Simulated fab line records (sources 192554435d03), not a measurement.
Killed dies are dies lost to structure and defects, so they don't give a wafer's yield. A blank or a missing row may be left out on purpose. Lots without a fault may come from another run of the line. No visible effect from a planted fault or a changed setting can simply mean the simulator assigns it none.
Lot-split experiment | flow n5-finfet | 7 lots, 21 wafers read, on a route of 1938 steps

== SPLIT DETAILS ==
At N5_BEOL_M15_TRENCH_ETCH_34 (etches SiO2 in C4F8/O2/Ar, target depth 872.93 nm, time 199 s), the setting time-s was moved away from the recipe's 199 s on 2 of the 21 wafers read, by +12.1% to +15.4%. For the rest of the wafers, this setting stayed at what the recipe calls for.

== FROM THE SPLIT TO THE READING: what the file shows between them, 9 steps ==
- N5_BEOL_M15_STRIP_37: strips in O2 (also split here: pressure-mtorr)
- N5_BEOL_M15_ETCH_38: etches SiCN in CF4/N2, target depth 106.4 nm, time 120.5 s
- N5_BEOL_M15_PRECLEAN_39: cleans in residue remover, time 60 s
- N5_BEOL_M15_ECD_47: material Cu, target thk 1860 nm
- N5_BEOL_M15_ANNEAL_48: time 90 s
- N5_BEOL_M15_CMP_49: polishes, stops on SiO2, t overpolish 4.9 s, target thk 850 nm
- N5_BEOL_M15_THK_MEAS_50: measures by xrf
- N5_BEOL_M15_PRE_CLEAN_52: time 15 s
- N5_BEOL_M15_DEP_53: deposits SiCN from 3MS/NH3, target thk 50 nm, time 17.8 s

== THE READING ==
M15_RS, in ohm/sq, at N5_BEOL_M15_RS_MEAS_54 (measures by four-point-probe). A value of 0.0218 ohm/sq with a standard deviation of 0.00039 ohm/sq is what fault-free wafers of this fab line usually give.

wafer  | tool, chamber at the split | time-s as run, s | against the recipe | M15_RS, ohm/sq | against lot-mates on the recipe
L074.3 | rie-diel-01, 1             | 199              | recipe             | 0.0221         | -
L074.5 | rie-diel-01, 1             | 199              | recipe             | 0.0222         | -
L074.6 | rie-diel-01, 2             | 199              | recipe             | 0.0212         | -
L075.3 | rie-diel-05, 2             | 199              | recipe             | 0.0214         | -
L075.4 | rie-diel-05, 1             | 199              | recipe             | 0.0222         | -
L075.5 | rie-diel-05, 3             | 199              | recipe             | 0.0218         | -
L078.1 | rie-diel-01, 0             | 199              | recipe             | 0.0219         | -
L078.2 | rie-diel-01, 3             | 199              | recipe             | 0.0223         | -
L078.4 | rie-diel-01, 2             | 199              | recipe             | 0.0215         | -
L077.2 | rie-diel-01, 3             | 199              | recipe             | 0.0220         | -
L077.3 | rie-diel-01, 0             | 199              | recipe             | 0.0218         | -
L077.5 | rie-diel-01, 1             | 223              | +12.1%             | 0.0197         | -0.0022
L088.1 | rie-diel-06, 3             | 199              | recipe             | 0.0217         | -
L088.2 | rie-diel-06, 0             | 229.6            | +15.4%             | 0.0187         | -0.0030
L088.3 | rie-diel-06, 2             | 199              | recipe             | 0.0216         | -
L090.2 | rie-diel-05, 3             | 199              | recipe             | 0.0218         | -
L090.3 | rie-diel-05, 0             | 199              | recipe             | 0.0213         | -
L090.4 | rie-diel-05, 1             | 199              | recipe             | 0.0221         | -
L094.3 | rie-diel-06, 0             | 199              | recipe             | 0.0219         | -
L094.5 | rie-diel-06, 3             | 199              | recipe             | 0.0210         | -
L094.6 | rie-diel-06, 2             | 199              | recipe             | 0.0221         | -

THE FIT
A straight line over all 21 wafers: M15_RS changes by -0.00019 ohm/sq for each +1% of time-s; r = -0.91; the points scatter about the line by 0.00036 ohm/sq.
The same after taking each lot's own level away (the mean of its wafers on the recipe; 21 wafers): -0.000188 ohm/sq for each +1%; r = -0.92; scatter 0.00035 ohm/sq.
According to that fit, moving time-s by its largest amount changes the reading by 0.0029 ohm/sq.
The span of the lots' own levels, 0.02165 to 0.02190 ohm/sq, comes to 0.6 times the standard deviation stated above.
Hence the lot-to-lot level has little effect on the slope; both slopes agree.
Check: with one of the wafers moved furthest among these (+15.4%) left out of the fit, the line predicts -0.0028 ohm/sq for it against its lot-mates. It came out at -0.00295 ohm/sq against them.

== THESE WAFERS: OTHER SPLITS ==
Note: prior to the reading, these wafers also went through further splits. Each is held against what the fit with the lots' levels taken away leaves over:
other split on the same wafers      | wafers away from the commonest value | r with M15_RS (lot level and that fit taken away)
N5_BEOL_M14_PEB_08 peb-time-s       | 7                                    | +0.01
N5_BEOL_M15_EXPOSE_25 dose-mj       | 4                                    | +0.37
N5_BEOL_M15_STRIP_37 pressure-mtorr | 15                                   | +0.03

== THE WHOLE CHAIN: every reading that the file lists as answering this split, in the file's order ==
step                       | what it does                                                   | reading                                                                       | change (the file's fit)               | r (the file's)
N5_BEOL_M15_TRENCH_ETCH_34 | etches SiO2 in C4F8/O2/Ar, target depth 872.93 nm, time 199 s  | etch.depth-nm (the simulator's own value, which no gauge read)                | +8.12 nm for each +1% of the setting  | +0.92
N5_BEOL_M15_CMP_49         | polishes, stops on SiO2, t overpolish 4.9 s, target thk 850 nm | Cu_of_BEOL_M15_ECD_47.thk-nm (the simulator's own value, which no gauge read) | +8.16 nm for each +1% of the setting  | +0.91
N5_BEOL_M15_THK_MEAS_50    | measures by xrf                                                | M15_THK                                                                       | +8.12 for each +1% of the setting     | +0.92
N5_BEOL_M15_RS_MEAS_54     | measures by four-point-probe                                   | M15_RS                                                                        | -0.000187 for each +1% of the setting | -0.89

== FILE'S OWN FIT ==
M15_RS changes by -0.000187 ohm/sq for each +1% of time-s, r = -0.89.
